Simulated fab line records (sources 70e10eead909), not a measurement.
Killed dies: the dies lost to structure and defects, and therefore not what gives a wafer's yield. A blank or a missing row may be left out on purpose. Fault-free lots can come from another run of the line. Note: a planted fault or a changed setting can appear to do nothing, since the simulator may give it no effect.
Which of the tools did it? -- flow nand-harc -- 24 lots with 72 wafers sampled at 4 steps, on a route of 1302 steps

WHAT THE GAUGES SHOWED, per wafer
NHARC_A_BONDPAD_OVL_MEAS_35.
lot,measured,on,overlay-x-nm (nm),overlay-y-nm (nm)
L074,day 22 23:55,overlay-02,-1 0 -1,2 2 2
L076,day 23 12:20,overlay-02,-6 -6 -6,-2 -2 -2
L075,day 23 15:36,overlay-02,1 1 1,1 1 1
L078,day 24 00:42,overlay-02,-5 -5 -5,10 10 10
L077,day 24 07:46,overlay-01,-3 -3 -3,2 3 2
L079,day 24 09:14,overlay-02,4 4 4,-7 -8 -7
L081,day 24 22:31,overlay-02,-8 -8 -8,-8 -8 -8
L080,day 25 03:52,overlay-02,0 0 0,9 9 9
L083,day 26 03:17,overlay-02,4 3 4,10 10 10
L082,day 26 13:55,overlay-02,5 5 5,5 5 6
L084,day 27 01:35,overlay-01,2 1 1,-9 -10 -9
L085,day 27 02:37,overlay-01,1 2 1,8 8 7
L086,day 28 07:57,overlay-01,-5 -5 -5,-6 -6 -6
L087,day 28 08:38,overlay-02,0 0 0,3 3 3
L088,day 29 01:00,overlay-02,11 11 11,14 14 15
L091,day 29 05:22,overlay-02,6 7 6,-5 -5 -4
L090,day 29 06:44,overlay-02,14 14 14,-8 -8 -9
L089,day 29 13:24,overlay-02,-8 -8 -8,4 3 4
L092,day 30 03:35,overlay-01,8 8 8,-3 -3 -3
L095,day 31 06:02,overlay-01,0 0 1,5 5 5
L093,day 31 06:25,overlay-02,-2 -2 -2,-4 -5 -4
L094,day 31 11:20,overlay-01,7 6 6,-8 -8 -8
L096,day 32 00:10,overlay-01,-3 -3 -3,0 0 0
L097,day 33 16:01,overlay-01,1 1 1,9 9 9

WHICH TOOL RAN EACH LOT (tool, then ch and the chambers of the sampled wafers, then the start)
lot,NHARC_A_BLC_ETCH_16,NHARC_A_BLC_ETCH_18,NHARC_A_M1_DESCUM_14
L074,"rie-diel-13 ch 0,1,2, day 22 11:33","rie-diel-13 ch 0,1,2, day 22 19:27 or earlier","rie-diel-07 ch 1,2,3, day 22 19:27"
L076,"rie-diel-09 ch 2,3, day 22 23:43","rie-diel-09 ch 0,1,3, day 23 07:37 or earlier","rie-diel-07 ch 1,2,3, day 23 07:37"
L075,"rie-diel-13 ch 2,3, day 23 02:25","rie-diel-13 ch 0,1, day 23 10:25 or earlier","rie-diel-02 ch 0,1,3, day 23 10:25"
L078,"rie-diel-09 ch 2,3, day 23 11:56","rie-diel-09 ch 0,2, day 23 20:14 or earlier","rie-diel-02 ch 0,2, day 23 20:14"
L077,"rie-diel-09 ch 0,1,3, day 23 19:08","rie-diel-09 ch 1,2,3, day 24 03:10 or earlier","rie-diel-02 ch 0,2, day 24 03:10"
L079,"rie-diel-09 ch 1,2,3, day 23 20:45","rie-diel-09 ch 1,3, day 24 04:40 or earlier","rie-diel-07 ch 1,3, day 24 04:40"
L081,"rie-diel-09 ch 0,2, day 24 09:38","rie-diel-09 ch 2,3, day 24 17:57 or earlier","rie-diel-04 ch 0,2,3, day 24 17:57"
L080,"rie-diel-13 ch 0,2, day 24 15:25","rie-diel-13 ch 1,3, day 24 23:18 or earlier","rie-diel-07 ch 1,3, day 24 23:18"
L083,"rie-diel-10 ch 0,2,3, day 25 14:17","rie-diel-10 ch 0,1,3, day 25 22:34 or earlier","rie-diel-07 ch 0,1,3, day 25 22:34"
L082,"rie-diel-13 ch 0,2,3, day 26 00:26","rie-diel-13 ch 2,3, day 26 08:36 or earlier","rie-diel-02 ch 0,2,3, day 26 08:36"
L084,"rie-diel-09 ch 1,2, day 26 12:53","rie-diel-09 ch 0,1, day 26 20:56 or earlier","rie-diel-07 ch 2,3, day 26 20:56"
L085,"rie-diel-10 ch 0,1, day 26 14:01","rie-diel-10 ch 1,2,3, day 26 21:56 or earlier","rie-diel-07 ch 0,1, day 26 21:56"
L086,"rie-diel-09 ch 1,2, day 27 19:01","rie-diel-09 ch 0,1, day 28 03:20 or earlier","rie-diel-04 ch 2,3, day 28 03:20"
L087,"rie-diel-13 ch 1,2,3, day 27 19:47","rie-diel-13 ch 0,2,3, day 28 03:54 or earlier","rie-diel-04 ch 0,2,3, day 28 03:54"
L088,"rie-diel-10 ch 1,2, day 28 12:50","rie-diel-10 ch 1,2,3, day 28 20:34 or earlier","rie-diel-02 ch 2,3, day 28 20:34"
L091,"rie-diel-09 ch 1,3, day 28 16:35","rie-diel-09 ch 0,1,3, day 29 00:37 or earlier","rie-diel-02 ch 1,2, day 29 00:37"
L090,"rie-diel-13 ch 0,2, day 28 18:17","rie-diel-13 ch 0,1,3, day 29 02:08 or earlier","rie-diel-04 ch 1,2,3, day 29 02:08"
L089,"rie-diel-09 ch 1,3, day 29 00:38","rie-diel-09 ch 1,2,3, day 29 08:44 or earlier","rie-diel-04 ch 0,1, day 29 08:44"
L092,"rie-diel-13 ch 0,2,3, day 29 15:13","rie-diel-13 ch 0,2,3, day 29 23:08 or earlier","rie-diel-07 ch 1,2,3, day 29 23:08"
L095,"rie-diel-09 ch 2,3, day 30 17:23","rie-diel-09 ch 0,2,3, day 31 01:27 or earlier","rie-diel-04 ch 0,2, day 31 01:27"
L093,"rie-diel-13 ch 1,2,3, day 30 17:33","rie-diel-13 ch 1,2, day 31 01:49 or earlier","rie-diel-02 ch 0,1,2, day 31 01:49"
L094,"rie-diel-09 ch 1,2,3, day 30 22:39","rie-diel-09 ch 0,2,3, day 31 06:40 or earlier","rie-diel-04 ch 1,3, day 31 06:40"
L096,"rie-diel-09 ch 0,1,3, day 31 11:21","rie-diel-09 ch 0,1,3, day 31 19:42 or earlier","rie-diel-04 ch 1,2,3, day 31 19:42"
L097,"rie-diel-13 ch 0,2,3, day 33 03:25","rie-diel-13 ch 0,1,3, day 33 11:19 or earlier","rie-diel-04 ch 0,2,3, day 33 11:19"
- NHARC_A_BLC_ETCH_16: etches the open film in CF4, target depth 39 nm, time 65 s.
- NHARC_A_BLC_ETCH_18: etches the open film in C4F8/O2/Ar, target depth 910 nm.
- NHARC_A_M1_DESCUM_14: chemistry O2, time 3 s.

AS READ BY THE TOOLS THEMSELVES (means over the sampled wafers that have a number; for cases with no such wafer, the mark the record gives instead)
NHARC_A_BLC_ETCH_16.
lot,tool,drypump-motor-current-A (A),oes-product-au (a.u.),rf-vpp-V (V),showerhead-plenum-p-Torr (Torr),throttle-valve-pct (%)
L074,rie-diel-13,5.9,1.004,150.6,1.71,13.288
L076,rie-diel-09,5.9,1.006,151.9,1.78,13.290
L075,rie-diel-13,5.4,1.002,151.8,1.81,13.285
L078,rie-diel-09,5.9,1.000,152.2,1.78,13.276
L077,rie-diel-09,5.1,1.001,151.2,1.72,13.282
L079,rie-diel-09,5.3,1.003,151.3,1.72,13.278
L081,rie-diel-09,6.1,0.997,152.1,1.84,13.279
L080,rie-diel-13,5.5,1.002,150.7,1.73,13.276
L083,rie-diel-10,5.7,1.000,151.6,1.75,13.293
L082,rie-diel-13,5.5,1.001,151.8,1.75,13.278
L084,rie-diel-09,5.2,1.007,150.7,1.71,13.286
L085,rie-diel-10,5.7,0.992,151.7,1.78,13.274
L086,rie-diel-09,5.8,1.001,151.6,1.78,13.281
L087,rie-diel-13,5.7,1.011,150.6,1.75,13.284
L088,rie-diel-10,5.3,0.996,151.0,1.80,13.285
L091,rie-diel-09,4.9,0.996,150.2,1.65,13.280
L090,rie-diel-13,5.5,0.990,151.4,1.73,13.285
L089,rie-diel-09,4.9,0.999,150.1,1.65,13.273
L092,rie-diel-13,5.5,0.991,150.9,1.75,13.276
L095,rie-diel-09,5.9,0.995,150.8,1.78,13.285
L093,rie-diel-13,5.7,1.012,151.4,1.75,13.286
L094,rie-diel-09,5.3,0.994,150.5,1.71,13.280
L096,rie-diel-09,5.1,0.991,150.9,1.71,13.286
L097,rie-diel-13,5.5,1.002,151.0,1.75,13.289

NHARC_A_BLC_ETCH_18.
lot,tool,oes-product-au (a.u.),rf-vpp-V (V)
L074,rie-diel-13,0.982,973
L076,rie-diel-09,0.977,974
L075,rie-diel-13,0.974,970
L078,rie-diel-09,0.974,984
L077,rie-diel-09,0.965,973
L079,rie-diel-09,0.960,968
L081,rie-diel-09,0.972,975
L080,rie-diel-13,0.974,978
L083,rie-diel-10,0.934,980
L082,rie-diel-13,0.967,981
L084,rie-diel-09,0.917,979
L085,rie-diel-10,0.962,981
L086,rie-diel-09,0.957,978
L087,rie-diel-13,0.968,976
L088,rie-diel-10,0.927,980
L091,rie-diel-09,0.964,974
L090,rie-diel-13,0.990,974
L089,rie-diel-09,0.933,973
L092,rie-diel-13,0.975,977
L095,rie-diel-09,0.959,979
L093,rie-diel-13,0.992,976
L094,rie-diel-09,0.951,979
L096,rie-diel-09,0.922,974
L097,rie-diel-13,0.974,974

NHARC_A_M1_DESCUM_14.
lot,tool,drypump-motor-current-A (A),oes-product-au (a.u.),rf-vpp-V (V),showerhead-plenum-p-Torr (Torr),throttle-valve-pct (%)
L074,rie-diel-07,5.7,1.000,57.6,1.89,11.314
L076,rie-diel-07,5.6,0.992,57.3,1.89,11.312
L075,rie-diel-02,5.9,1.003,57.0,1.88,11.308
L078,rie-diel-02,5.5,1.009,57.6,1.92,11.321
L077,rie-diel-02,5.9,1.004,58.0,1.94,11.303
L079,rie-diel-07,5.9,1.000,57.2,1.80,11.314
L081,rie-diel-04,5.1,1.002,57.0,1.88,11.315
L080,rie-diel-07,5.9,1.009,57.0,1.80,11.314
L083,rie-diel-07,6.0,1.001,58.2,1.86,11.317
L082,rie-diel-02,5.6,1.005,57.1,1.89,11.310
L084,rie-diel-07,5.7,0.998,58.3,1.97,11.310
L085,rie-diel-07,5.7,0.999,57.6,1.86,11.303
L086,rie-diel-04,4.7,1.004,58.2,1.93,11.308
L087,rie-diel-04,5.1,0.997,57.9,1.88,11.314
L088,rie-diel-02,5.3,0.994,58.9,1.84,11.319
L091,rie-diel-02,5.6,1.002,56.9,1.87,11.324
L090,rie-diel-04,4.7,1.002,58.2,1.95,11.308
L089,rie-diel-04,5.5,0.983,58.7,1.89,11.303
L092,rie-diel-07,5.7,0.996,57.2,1.88,11.313
L095,rie-diel-04,5.1,1.004,56.7,1.83,11.303
L093,rie-diel-02,5.7,1.001,57.9,1.91,11.299
L094,rie-diel-04,4.8,0.994,58.3,2.02,11.305
L096,rie-diel-04,4.7,0.996,57.6,1.95,11.314
L097,rie-diel-04,5.1,0.994,57.0,1.88,11.314

THE ANSWER, worked out from the rows above alone
Rule: usual is defined by the lots themselves. The widest of any qualifying gaps counts: lots, ordered by their means at a reading, are off when they make up no more than a third of the lots, leave a main group of 4 or more, and stand apart from it by 3 or more times the standard deviation of that group's means. The tables above print the reading to a certain number of digits; a main group whose means all agree to those digits is not used. A lot without any number at a reading at which 4 lots or more have one is off too. Any other lot the step has rows for is counted as sound. Order of review: gauges by route order, followed by the tools' own readings, for which a lot's mean as printed above is used. The first step at which some lot is off is used, and at that step the reading that is off furthest; a lot without a number counts as furthest.
No lot is off on any of the readings shown, so nothing can be concluded from this.

WHAT THE SIMULATOR HAD PUT IN
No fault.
